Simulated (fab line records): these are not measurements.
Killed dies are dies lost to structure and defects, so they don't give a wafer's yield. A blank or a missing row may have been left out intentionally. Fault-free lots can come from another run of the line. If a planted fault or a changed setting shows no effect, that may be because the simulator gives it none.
A lot that was struck, set against a sound lot + flow n5Finfet + 36 steps out of a route of 1938
Sound: wafers L262.3, L262.4, L262.6. Struck: wafers L270.2, L270.6. (L270.4 of the same lot was not struck and is left out.) The cause comes at the end.
Order at every step that has rows: each side's tool, ch and its chambers, its first start. Under that, the readings that differ: sound wafers + struck wafers + difference of the means + sigmas: that difference in standard deviations of wafers without a fault.
alike: same words and numbers on both sides, and readings whose means sit less than 2 such deviations apart. not compared: any withheld reading, any reading some wafer has no value for, any bound like >300 that may hide the same value, and any number with overlapping values for which the record gives no deviation.
Wherever a step has rows on one side only, a row that says differs or no value, or a row with sigmas, the two part there. Numbers that have no deviation but don't overlap get no sigmas and don't part them. A reading missing from all wafers of one side parts the sides only when that side holds two or more wafers.

first, 9 steps without rows for these wafers: N5_BEOL_M11_ALD_74 (deposits TaN, target thk 2 nm, pulse time 2 s, purge time 3 s); N5_BEOL_M11_SURFACE_TREAT_76; N5_BEOL_M11_CVD_75 (deposits Co from CCTBA/H2, target thk 2 nm, time 138.9 s); N5_BEOL_M11_SPUTTER_48 (material Cu, target thk 12 nm, time 2 s); N5_BEOL_M11_ECD_50 (material Cu, target thk 318 nm); N5_BEOL_M11_ANNEAL_51 (time 90 s); N5_BEOL_M11_CMP_52 (polishes, stops on SiCOH lowk, t overpolish 7 s, target thk 140 nm); N5_BEOL_M11_PRE_CLEAN_55 (time 15 s); N5_BEOL_M11_DEP_56 (deposits SiCN from 3MS/NH3, target thk 30 nm, time 10.5 s).
N5_BEOL_M12_ILD_DEP_00: deposits SiOC from DEMS/O2, target thk 658.92 nm, time 130.7 s.
  sound on pecvd-02 ch 1,2, day 11 10:15; struck on pecvd-02 ch 0,1, day 13 12:43
| reading                                      | sound             | struck      | difference | sigmas |
|----------------------------------------------|-------------------|-------------|------------|--------|
| model.SiOC_of_BEOL_M12_ILD_DEP_00.thkNm (nm) | 659.4 663.8 666.2 | 694.2 705.6 | +36.8      |        |
  alike: heaterPowerW, showerheadPlenumPTorr, susceptorTempC, throttleValvePct
N5_BEOL_M12_THK_MEAS_01:
  sound on filmMetro-01, day 11 10:23; struck on filmMetro-01, day 13 12:51
| reading          | sound       | struck  | difference | sigmas |
|------------------|-------------|---------|------------|--------|
| M12_ILD_THK (nm) | 660 664 667 | 694 706 | +36        | +4     |
then, 10 steps without rows for these wafers: N5_BEOL_M12_COAT_58 (time 60 s, resist thk 89 nm); N5_BEOL_M12_COAT_04 (resist thk 400 nm); N5_BEOL_M12_EBR_06; N5_BEOL_M12_SOFTBAKE_05 (time 60 s); N5_BEOL_M12_EXPOSE_07 (exposes mask V11); N5_BEOL_M12_PEB_08 (peb time 90 s); N5_BEOL_M12_DEVELOP_09 (develop time 45 s); N5_BEOL_M12_HARDBAKE_14 (time 120 s); N5_BEOL_M12_DESCUM_15 (chemistry O2, time 7.9 s); N5_BEOL_M12_ETCH_59 (etches BARC in N2/H2, target depth 89 nm, overetch 26.7 nm, time 67.9 s).
N5_BEOL_M12_VIA_ETCH_16: etches SiOC in C4F8/O2/Ar, target depth 724.8 nm.
  sound on rieDiel-01 ch 1,2, day 11 11:05; struck on rieDiel-06 ch 3, day 13 13:27
| reading                                   | sound             | struck      | difference | sigmas |
|-------------------------------------------|-------------------|-------------|------------|--------|
| oesProductAu (a.u.)                       | 0.68 0.60 0.68    | 0.81 0.81   | +0.16      | +2     |
| model.etch.depthNm (nm)                   | 659.4 663.8 666.2 | 694.1 705.5 | +36.7      |        |
| model.coat_of_BEOL_M12_COAT_04.thkNm (nm) | 123.2 123.4 121.4 | 113.8 109.8 | -10.9      |        |
  alike: drypumpMotorCurrentA, rfVppV, showerheadPlenumPTorr, throttleValvePct
N5_BEOL_M12_STRIP_63: strips in N2/H2.
  sound on plasmaAsher-01 ch 0,1, day 11 11:18; struck on plasmaAsher-02 ch 0,1, day 13 13:39
| reading                  | sound          | struck    | difference | sigmas |
|--------------------------|----------------|-----------|------------|--------|
| drypumpMotorCurrentA (A) | 5.1 4.7 4.7    | 5.7 6.0   | +1.0       | +2     |
| stripTimeToEndpointS (s) | 42.6 42.6 42.0 | 40.0 38.9 | -2.9       | -4     |
  alike: heaterPowerW, oesProductAu
  not compared: rfHoursCounterH
then, 12 steps without rows for these wafers: N5_BEOL_M12_STRIP_64 (strips in N2/H2); N5_BEOL_M12_STRIP_71 (strips in post etch residue remover, time 60 s); N5_BEOL_M12_SRD_72 (time 30 s, dry time 30 s); N5_BEOL_M12_COAT_65 (time 60 s, resist thk 300 nm); N5_BEOL_M12_COAT_66 (time 60 s, resist thk 110 nm); N5_BEOL_M12_COAT_22 (resist thk 300 nm); N5_BEOL_M12_EBR_24; N5_BEOL_M12_SOFTBAKE_23 (time 60 s); N5_BEOL_M12_EXPOSE_25 (exposes mask M12); N5_BEOL_M12_PEB_26 (peb time 90 s); N5_BEOL_M12_DEVELOP_27 (develop time 45 s); N5_BEOL_M12_HARDBAKE_32 (time 120 s).
N5_BEOL_M12_CMP_49: polishes, stops on SiOC, t overpolish 20.6 s, target thk 320 nm.
  sound on cmp-04 ch 0,1,2, day 11 18:25; struck on cmp-04 ch 1,2, day 13 18:13
| reading                                      | sound             | struck    | difference | sigmas |
|----------------------------------------------|-------------------|-----------|------------|--------|
| barrierFieldEndpointS (s)                    | 29.0 29.7 29.0    | 30.7 30.8 | +1.5       | +2     |
| model.SiOC_of_BEOL_M12_ILD_DEP_00.thkNm (nm) | 600.8 604.4 606.6 | 634 645.6 | +36        |        |
  alike: motorCurrentA, overpolishRunS

## WHERE THEY PART
At N5_BEOL_M12_THK_MEAS_01 first; at N5_BEOL_M12_CMP_49 last (within this record only).

WHY: what had been put in by the simulator
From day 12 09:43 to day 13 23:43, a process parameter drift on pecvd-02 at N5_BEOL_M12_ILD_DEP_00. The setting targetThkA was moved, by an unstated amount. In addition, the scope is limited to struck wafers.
